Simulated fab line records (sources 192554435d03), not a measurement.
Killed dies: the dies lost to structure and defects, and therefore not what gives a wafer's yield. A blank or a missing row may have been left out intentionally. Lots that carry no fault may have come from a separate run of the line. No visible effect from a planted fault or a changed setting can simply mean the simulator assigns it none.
The same fault as seen by 2 desks ; flow n5 finfet ; numbers are kept per desk, each desk with only its own; the story behind them comes last

AT THE TOOL OWNER'S DESK: rie si-01
The tool's own readings at N5_DUMMY_GATE_ETCH_23 (etches poly-Si in HBr/Cl2/O2, target depth 41 nm, time 22.3 s): means of the sampled wafers that have a number, for each lot that ran on this tool. Marked OUT: a lot whose mean sits more than 4 standard deviations from the usual mean, which makes it out of limits; the brackets give that distance.
Columns: A = drypump motor current A at N5_DUMMY_GATE_ETCH_23, usual 5.6 A; B = oes product au at N5_DUMMY_GATE_ETCH_23, usual 1.003 a.u.; C = rf fwd power W at N5_DUMMY_GATE_ETCH_23, usual 794.3 W; D = throttle valve pct at N5_DUMMY_GATE_ETCH_23, usual 37.1 %
lot;first seen here;A;B;C;D
L522;day 3 05:11;5.5;1.008;796.7;37.1
L523;day 3 14:35;5.4;0.967;794.3;36.8
L524;day 3 16:41;5.5;0.948;799.1;37.0
Finding of this desk: none of the 3 lots has anything out of limits.

METROLOGY DESK
Means of the sampled wafers that have a number, per lot and without regard to the tool the lot ran on: this is what the gauges read. Marked OUT: a lot whose mean sits more than 4 standard deviations from the usual mean, which makes it out of limits; the brackets give that distance. Readings shown: 7 of its 11, picked as those furthest out on some lot.
Columns: A = DIBL_N at N5_BEOL_M4_RC_MEAS_101, usual 36.0 mV/V; B = IOFF_N at N5_BEOL_M4_RC_MEAS_101, usual 0.15 nA/um; C = IOFF_P at N5_BEOL_M4_RC_MEAS_101, usual 0.20 nA/um; D = ION_P at N5_BEOL_M4_RC_MEAS_101, usual 460 uA/um; E = SS_N at N5_BEOL_M4_RC_MEAS_101, usual 71.5 mV/dec; F = VT_N at N5_BEOL_M4_RC_MEAS_101, usual 250 mV; G = VT_P at N5_BEOL_M4_RC_MEAS_101, usual -251 mV
lot;first seen here;A;B;C;D;E;F;G
L522;day 3 04:51;35.0;0.13;0.18;459;71.3;253;-253
L523;day 3 14:03;38.2;0.19;0.21;452;73.1;246;-250
L524;day 3 16:11;37.2;0.16;0.22;463;71.2;251;-248
L525;day 3 22:02;36.9;0.18;0.25;469;72.0;248;-245
L539;day 7 15:16;34.8;0.14;0.16;451;70.8;252;-255
L542;day 8 06:46;34.2;0.13;0.16;455;70.6;254;-256
Finding of this desk: none of the 6 lots has anything out of limits.

ALL TOGETHER
Nothing out of limits was seen by the tool owner's desk.
At the metrology desk, nothing out of limits was observed.

WHAT THE SIMULATOR PUT IN
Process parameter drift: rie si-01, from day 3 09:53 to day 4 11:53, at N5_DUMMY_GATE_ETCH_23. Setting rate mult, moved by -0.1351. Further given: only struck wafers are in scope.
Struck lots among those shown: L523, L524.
